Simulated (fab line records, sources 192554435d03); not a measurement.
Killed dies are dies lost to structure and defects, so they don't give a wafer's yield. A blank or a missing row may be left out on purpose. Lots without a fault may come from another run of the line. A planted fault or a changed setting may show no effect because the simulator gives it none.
One fault seen from 2 desks | flow n5_finfet | each desk has only its own numbers; what lay behind them comes last

THE TOOL OWNER'S DESK: pvd_sputter-01
The tool's own readings at N5_BEOL_M10_SPUTTER_48 (material Cu, target thk 12 nm, time 2 s): means of the sampled wafers that have a number, for each lot that ran on this tool. A lot is out of limits, marked OUT, if its mean lies more than 4 standard deviations from the usual mean; the brackets give that distance.
Columns: A = bias_v at N5_BEOL_M10_SPUTTER_48, usual 60.0 V; B = cathode_dc_power_W at N5_BEOL_M10_SPUTTER_48, usual 26000 W; C = chamber_pressure_pa at N5_BEOL_M10_SPUTTER_48, usual 0.13 Pa; D = throttle_valve_pct at N5_BEOL_M10_SPUTTER_48, usual 29.9 %
lot  | first seen here | A    | B     | C    | D
L851 | day 9 17:33     | 60.2 | 25995 | 0.13 | 29.3
L854 | day 10 15:52    | 59.9 | 26001 | 0.13 | 28.7
L859 | day 12 03:13    | 60.0 | 26001 | 0.13 | 29.0
L872 | day 15 22:32    | 60.6 | 26002 | 0.13 | 29.9
This desk's finding: nothing out of limits on any of the 4 lots.

THE METROLOGY DESK
What the gauges read, lot by lot, whatever tool the lot ran on: means of the sampled wafers that have a number. A lot is out of limits, marked OUT, if its mean lies more than 4 standard deviations from the usual mean; the brackets give that distance. Of its 10 readings 7 are shown: those that lie furthest out on some lot.
Columns: A = DIBL_N at N5_BEOL_M4_RC_MEAS_101, usual 36.4 mV/V; B = IOFF_N at N5_BEOL_M4_RC_MEAS_101, usual 0.16 nA/um; C = ION_N at N5_BEOL_M4_RC_MEAS_101, usual 670 uA/um; D = ION_P at N5_BEOL_M4_RC_MEAS_101, usual 459 uA/um; E = SS_N at N5_BEOL_M4_RC_MEAS_101, usual 71.6 mV/dec; F = SS_P at N5_BEOL_M4_RC_MEAS_101, usual 73.3 mV/dec; G = VT_P at N5_BEOL_M4_RC_MEAS_101, usual -251 mV
lot  | first seen here | A    | B    | C   | D   | E    | F    | G
L851 | day 7 17:26     | 36.5 | 0.16 | 677 | 465 | 71.4 | 72.9 | -250
L854 | day 8 11:45     | 34.3 | 0.13 | 667 | 459 | 71.6 | 72.4 | -253
L855 | day 8 22:14     | 34.0 | 0.13 | 654 | 453 | 70.5 | 72.7 | -250
L859 | day 9 15:30     | 35.8 | 0.14 | 659 | 460 | 71.0 | 72.9 | -249
L867 | day 12 15:23    | 36.7 | 0.16 | 665 | 454 | 71.3 | 73.5 | -252
L870 | day 12 15:27    | 35.7 | 0.15 | 665 | 456 | 71.4 | 73.0 | -253
L869 | day 13 02:29    | 35.8 | 0.14 | 663 | 466 | 71.4 | 73.5 | -248
L871 | day 13 09:29    | 35.7 | 0.15 | 669 | 458 | 72.2 | 72.7 | -250
L872 | day 13 12:19    | 36.1 | 0.14 | 666 | 454 | 71.3 | 73.6 | -255
L873 | day 13 16:30    | 36.5 | 0.16 | 665 | 451 | 71.3 | 73.4 | -255
This desk's finding: nothing out of limits on any of the 10 lots.

PUT TOGETHER
The tool owner's desk saw nothing out of limits.
The metrology desk saw nothing out of limits.

WHAT THE SIMULATOR HAD PUT IN
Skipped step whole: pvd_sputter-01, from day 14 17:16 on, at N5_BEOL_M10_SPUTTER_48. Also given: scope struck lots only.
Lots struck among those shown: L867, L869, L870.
